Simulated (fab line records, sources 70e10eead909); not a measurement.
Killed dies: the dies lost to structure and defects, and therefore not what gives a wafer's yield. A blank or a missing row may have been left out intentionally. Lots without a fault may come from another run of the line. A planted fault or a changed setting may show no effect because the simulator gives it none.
Matching of chambers -- flow nand_harc -- NHARC_A_STAIRCASE_TRIM_196 on rie_diel-13: 4 sister chambers
The step chemistry O2, time 211.2 s. 4 wafers are shown with their chamber, then 10 later ones without.

WAFERS WITH THEIR CHAMBER
wafer,chamber,drypump_motor_current_A (A)
L086.1,3,5.2
L086.5,2,5.2
L086.6,1,5.9
L085.5,0,5.6

WAFERS WHOSE CHAMBER IS MISSING
wafer,drypump_motor_current_A (A)
L085.6,5.2
L088.4,5.9
L088.5,5.2
L088.6,5.6
L093.1,5.8
L093.3,5.3
L093.6,5.6
L095.2,5.2
L095.3,5.9
L095.5,5.6

THE CHAMBER EACH PASSED THROUGH
wafer,from the rows above,in truth
L085.6,can't be placed: 2 or 3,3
L088.4,1,1
L088.5,can't be placed: 2 or 3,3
L088.6,0,0
L093.1,1,1
L093.3,can't be placed: 2 or 3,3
L093.6,0,0
L095.2,can't be placed: 2 or 3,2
L095.3,1,1
L095.5,0,0
Correct placement for 6 of the 10. From these rows, 4 cannot be placed; in 4 the true chamber is one of the candidates. 0 placed wrongly.
How it was worked out, from the rows above alone: a wafer's distance from a chamber is the root of the sum, over the readings, of the square of ((its reading less the chamber's mean) divided by the reading's scatter). The wafer belongs to the nearest chamber; if the next one is less than 2 further off, it can't be placed. The mean given for a chamber averages the wafers shown for that chamber. The scatter: root of mean squared gap, hidden wafer to nearest shown wafer, with one shown wafer a chamber.
